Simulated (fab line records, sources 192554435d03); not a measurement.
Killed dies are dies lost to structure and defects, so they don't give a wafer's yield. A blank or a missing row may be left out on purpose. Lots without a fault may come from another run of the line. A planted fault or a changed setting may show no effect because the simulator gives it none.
Chamber matching | flow n5_finfet | N5_FIN_SAQP_SPACER1_ALD_24 on ald_sin-02: 4 sister chambers
The step deposits SiO2, target thk 20.3 nm, pulse time 1 s, purge time 2 s. 8 wafers are shown with their chamber, then 8 later ones without.

WAFERS WITH THEIR CHAMBER
wafer  | chamber | heater_power_w (W) | precursor_pulse_height_rel
L080.3 | 2       | 393                | 0.979
L087.4 | 0       | 451                | 0.988
L089.3 | 2       | 397                | 1.010
L089.6 | 3       | 430                | 0.970
L091.2 | 0       | 462                | 0.962
L091.4 | 3       | 440                | 1.050
L091.5 | 1       | 508                | 1.039
L093.2 | 1       | 536                | 1.004

WAFERS WITHOUT THEIR CHAMBER
wafer  | heater_power_w (W) | precursor_pulse_height_rel
L093.4 | 389                | 0.993
L093.5 | 534                | 1.033
L094.3 | 402                | 0.992
L094.4 | 463                | 0.979
L094.5 | 529                | 1.018
L095.2 | 457                | 1.010
L095.3 | 439                | 1.062
L095.5 | 408                | 1.014

WHICH CHAMBER EACH WENT THROUGH
wafer  | from the rows above     | in truth
L093.4 | 2                       | 2
L093.5 | 1                       | 1
L094.3 | 2                       | 2
L094.4 | 0                       | 0
L094.5 | 1                       | 1
L095.2 | can't be placed: 0 or 3 | 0
L095.3 | can't be placed: 3 or 0 | 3
L095.5 | can't be placed: 2 or 3 | 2
Placed correctly: 5 of 8. Can't be placed from these rows: 3 (the true chamber is among the candidates in 3). Placed wrongly: 0.
How it was worked out, from the rows above alone: a wafer's distance from a chamber is the root of the sum, over the readings, of the square of ((its reading less the chamber's mean) divided by the reading's scatter). The wafer belongs to the nearest chamber; if the next one is less than 2 further off, it can't be placed. A chamber's mean is the mean of its shown wafers. The scatter: the root of (the sum of the squares of (reading less its chamber's mean) over the shown wafers, divided by (wafers less chambers)).
